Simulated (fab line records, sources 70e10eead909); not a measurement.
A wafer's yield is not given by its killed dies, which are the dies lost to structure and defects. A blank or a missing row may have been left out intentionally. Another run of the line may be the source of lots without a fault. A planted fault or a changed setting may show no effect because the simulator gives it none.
A struck lot beside a sound one | flow nandHarc | 18 out of 1159 route steps
Sound: wafers L509.1, L509.3, L509.6. Wafers struck: L500.1, L500.3, L500.5. The cause is given at the end.
Order at every step that has rows: each side's tool, ch and its chambers, its first start. Under that, the readings that differ: sound wafers | struck wafers | difference of the means | sigmas: that difference in standard deviations of wafers without a fault.
alike: readings with means less than 2 such deviations apart, plus words and numbers identical on both sides. not compared: withheld readings, readings lacking a value on some wafer, bounds such as >300 that could conceal the same value, and numbers that have no deviation in the record and whose values overlap.
A row with sigmas, a row that says differs or no value, or rows on one side alone: a step with any of these is where the two part. Numbers that have no deviation but don't overlap get no sigmas and don't part them. Lack of a reading on every wafer of one side parts them only where that side has two or more wafers.

NHARC_P_ZERO_WELL_CD_MEAS_11: the cd target is 500 nm.
  sound on cdSem-03 ch 0, day 5 13:07; struck on cdSem-03 ch 0, day 3 07:14
  alike: cdNm
then, 1 step without rows for these wafers: NHARC_P_ZERO_WELL_HARDBAKE_12 (time 65 s).
NHARC_P_ZERO_WELL_DESCUM_13: chemistry O2, time 3 s.
  sound on rieDiel-11 ch 0,1,2, day 5 13:16; struck on rieDiel-10 ch 1,2,3, day 3 07:24
  alike: drypumpMotorCurrentA, oesProductAu, rfVppV, showerheadPlenumPTorr, throttleValvePct
  not compared: rfHoursCounterH
NHARC_P_ZERO_WELL_ETCH_65: etches the open film in N2/H2, target depth 80 nm, overetch 24 nm, time 87.88 s.
  sound on rieDiel-11 ch 0,1,3, day 5 13:22; struck on rieDiel-10 ch 0,1, day 3 07:29
  alike: drypumpMotorCurrentA, h2FlowSccm, oesProductAu, rfVppV, showerheadPlenumPTorr, throttleValvePct
  not compared: rfHoursCounterH
NHARC_P_ZERO_WELL_ETCH_62: etches the open film in CHF3/Ar, target depth 13 nm, time 6.5 s.
  sound: rieDiel-11 ch 1,2,3; struck: rieDiel-10 ch 0,2
  alike: drypumpMotorCurrentA, oesProductAu, rfVppV, showerheadPlenumPTorr, throttleValvePct
  not compared: rfHoursCounterH
NHARC_P_ZERO_WELL_ETCH_63: etches the open film in HBr/Cl2, target depth 120 nm, time 40.1 s.
  sound on rieSi-04 ch 2,3, day 5 13:32; struck on rieSi-01 ch 1,2, day 3 07:40
  alike: drypumpMotorCurrentA, hbrFlowSccm, oesProductAu, throttleValvePct
  not compared: rfHoursCounterH
then, 6 steps without rows for these wafers: NHARC_P_ZERO_WELL_STRIP_15 (strips in SPM, time 900 s); NHARC_P_ZERO_WELL_DEHYDRATE_16 (time 120 s); NHARC_P_ZERO_WELL_HMDS_17 (time 30 s); NHARC_P_ZERO_WELL_COAT_18; NHARC_P_ZERO_WELL_SOFTBAKE_19 (time 95 s); NHARC_P_ZERO_WELL_EBR_20.
NHARC_P_ZERO_WELL_EXPOSE_21: exposes mask P NWELL, target cd 720 nm.
  sound on krfScanner-01 ch 0, day 5 14:10; struck on krfScanner-02 ch 0, day 3 08:26
reading | sound                         | struck                        | difference | sigmas
mask    | P_NWELL#0 P_NWELL#0 P_NWELL#0 | P_PWELL#0 P_PWELL#0 P_PWELL#0 | differs    | 
  alike: focusOffsetNm
then, 2 steps without rows for these wafers: NHARC_P_ZERO_WELL_PEB_22 (peb time 85 s); NHARC_P_ZERO_WELL_DEVELOP_23 (time 70 s).
NHARC_P_ZERO_WELL_CD_MEAS_24: the cd target is 720 nm.
  sound on cdSem-01 ch 0, day 5 14:20; struck on cdSem-01 ch 0, day 3 08:35
reading   | sound             | struck | difference                    | sigmas
cdNm (nm) | 718.4 723.9 723.6 | - - -  | no value on the struck wafers | 
then, 1 step without rows for these wafers: NHARC_P_ZERO_WELL_HARDBAKE_25 (time 80 s).
-- the record jumps here: 18 days lie between the struck wafers' starts before and after (it left off in module P_ZERO_WELL and takes up again in module END, whose first step shown is number 1159 of the route) --
NHARC_END_SORT_01:
  sound on prober-01 ch 0, day 23 18:54; struck on prober-02 ch 0, day 21 10:17
reading           | sound    | struck      | difference | sigmas
killedAtPeriphery | 4 3 3    | 646 647 655 | +646       | +99 or more
killedDies        | 39 40 31 | 677 677 677 | +640       | +78
  alike: killedAtArray, killedAtOther, killedOpen, killedShort

## WHERE THEY PART
At NHARC_P_ZERO_WELL_EXPOSE_21 first; at NHARC_END_SORT_01 last (within this record only).

WHY: what had been put in by the simulator
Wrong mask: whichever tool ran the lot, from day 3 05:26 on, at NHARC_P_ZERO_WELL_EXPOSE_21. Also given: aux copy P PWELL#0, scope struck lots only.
